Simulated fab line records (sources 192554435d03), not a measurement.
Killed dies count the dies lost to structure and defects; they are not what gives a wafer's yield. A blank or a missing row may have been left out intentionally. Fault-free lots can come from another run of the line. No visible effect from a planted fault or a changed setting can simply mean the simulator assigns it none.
A struck lot beside a sound one || flow n5Finfet || 14 out of 1938 route steps
Sound: these wafers, L787.3, L787.4, L787.6. Struck: wafer L797.6 (L797.1, L797.4, from the same lot, were not struck and are left out); the cause is given at the end.
At each step with rows: each side's tool, then ch and its chambers, then its first start. Under that, the readings that differ: sound wafers || struck wafers || difference of the means || sigmas: that difference in standard deviations of wafers without a fault.
alike: same words and numbers on both sides, and readings whose means sit less than 2 such deviations apart. not compared: any withheld reading, any reading some wafer has no value for, any bound like >300 that may hide the same value, and any number with overlapping values for which the record gives no deviation.
The two part at a step that has a row with sigmas, a row that says differs or no value, or rows on one side only. Numbers that don't overlap but have no deviation are shown without sigmas and don't part them. A reading that every wafer of one side lacks parts them only if that side has two wafers or more.

first, 8 steps without rows for these wafers: N5_MIM_BOT_LITHO_HMDS_01 (time 60 s); N5_MIM_BOT_LITHO_COAT_02; N5_MIM_BOT_LITHO_EBR_04; N5_MIM_BOT_LITHO_SOFTBAKE_03 (time 90 s); N5_MIM_BOT_LITHO_EXPOSE_05 (exposes mask MIM BOT); N5_MIM_BOT_LITHO_PEB_06; N5_MIM_BOT_LITHO_DEVELOP_07 (develop time 60 s); N5_MIM_BOT_LITHO_HARDBAKE_09 (time 120 s).
N5_MIM_BOT_LITHO_CD_MEAS_08: target cd 3000 nm.
  sound on cdSem-01 ch 0, day 14 16:29; struck on cdSem-03 ch 0, day 17 03:51
  alike: cdNm
N5_MIM_BOT_LITHO_OVL_MEAS_11:
  sound on overlay-02 ch 0, day 14 16:31; struck on overlay-02 ch 0, day 17 03:53
  alike: MIM_BOT_OVL
N5_MIM_BOT_LITHO_INSPECT_12: inspects for defects (macro).
  struck on defectInspect-01, day 17 03:54; sound on defectInspect-02, day 14 16:32
  alike: rawDefectCount
N5_MIM_BOT_LITHO_DESCUM_10: chemistry O2, time 7.9 s.
  sound on rieDiel-01 ch 0,2,3, day 14 16:34; struck on rieDiel-06 ch 1, day 17 04:07
  alike: biasPowerW, drypumpMotorCurrentA, oesProductAu, rfVppV, showerheadPlenumPTorr, throttleValvePct
  not compared: rfHoursCounterH
N5_MIM_BOT_ETCH_ETCH_04: etches SiNx in CF4/O2, target depth 26 nm, time 13 s.
  sound on rieDiel-01 ch 0,2,3, day 14 16:38; struck on rieDiel-06 ch 1, day 17 04:10
{"reading": "model.etch.depthNm (nm)", "sound": "25.94 25.61 25.7", "struck": 24.27, "difference": -1.48, "sigmas": ""}
  alike: O2_flow_sccm, drypumpMotorCurrentA, oesProductAu, rfVppV, showerheadPlenumPTorr, throttleValvePct
  not compared: rfHoursCounterH
N5_MIM_BOT_ETCH_ETCH_03: etches the open film in Cl2/BCl3, target depth 12 nm.
  sound on rieMetal-01 ch 0,1, day 14 16:46; struck on rieMetal-01 ch 1, day 17 04:16
  alike: drypumpMotorCurrentA, oesProductAu, throttleValvePct
  not compared: rfHoursCounterH

== WHERE THEY PART ==
Nowhere in this record.

WHY: the cause the simulator had injected
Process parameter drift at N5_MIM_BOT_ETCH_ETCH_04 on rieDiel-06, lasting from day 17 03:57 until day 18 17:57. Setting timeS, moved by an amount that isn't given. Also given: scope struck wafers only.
